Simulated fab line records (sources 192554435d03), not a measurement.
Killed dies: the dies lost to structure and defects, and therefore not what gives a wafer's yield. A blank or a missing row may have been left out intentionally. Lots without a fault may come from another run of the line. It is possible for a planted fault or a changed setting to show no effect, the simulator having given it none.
Chamber matching / flow n5 finfet / N5_BEOL_M0_SAQP_MANDREL2_REMOVE_110 on rie si-06: 4 sister chambers
The step chemistry HBr/Cl2/O2, target a-Si, stops on SiCN, bt time 10 s. 4 wafers are shown with their chamber, then 7 later ones without.

EACH WAFER AND ITS CHAMBER
wafer=L084.6; chamber=3; oes product au (a.u.)=0.986
wafer=L085.6; chamber=0; oes product au (a.u.)=1.025
wafer=L087.1; chamber=1; oes product au (a.u.)=1.010
wafer=L087.2; chamber=2; oes product au (a.u.)=1.007

WAFERS MISSING THEIR CHAMBER
wafer=L087.4; oes product au (a.u.)=0.979
wafer=L090.1; oes product au (a.u.)=0.994
wafer=L090.2; oes product au (a.u.)=0.986
wafer=L090.6; oes product au (a.u.)=1.029
wafer=L097.1; oes product au (a.u.)=1.030
wafer=L097.4; oes product au (a.u.)=1.015
wafer=L097.5; oes product au (a.u.)=1.045

CHAMBER TAKEN BY EACH
wafer=L087.4; from the rows above=3; in truth=3
wafer=L090.1; from the rows above=can't be placed: 3 or 2 or 1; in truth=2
wafer=L090.2; from the rows above=3; in truth=3
wafer=L090.6; from the rows above=can't be placed: 0 or 1 or 2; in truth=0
wafer=L097.1; from the rows above=can't be placed: 0 or 1 or 2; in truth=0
wafer=L097.4; from the rows above=can't be placed: 1 or 2 or 0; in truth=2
wafer=L097.5; from the rows above=can't be placed: 0 or 1 or 2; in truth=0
Correct placement for 2 of the 7. Can't be placed from these rows: 5 (the true chamber is among the candidates in 5). Placed wrongly: 0.
How it was worked out, from the rows above alone: a wafer's distance from a chamber is the root of the sum, over the readings, of the square of ((its reading less the chamber's mean) divided by the reading's scatter). The wafer belongs to the nearest chamber; if the next one is less than 2 further off, it can't be placed. Each chamber's mean is taken over the wafers shown for it. The scatter: with one shown wafer a chamber, the root of the mean of the squares of how far each hidden wafer lies from its nearest shown one.
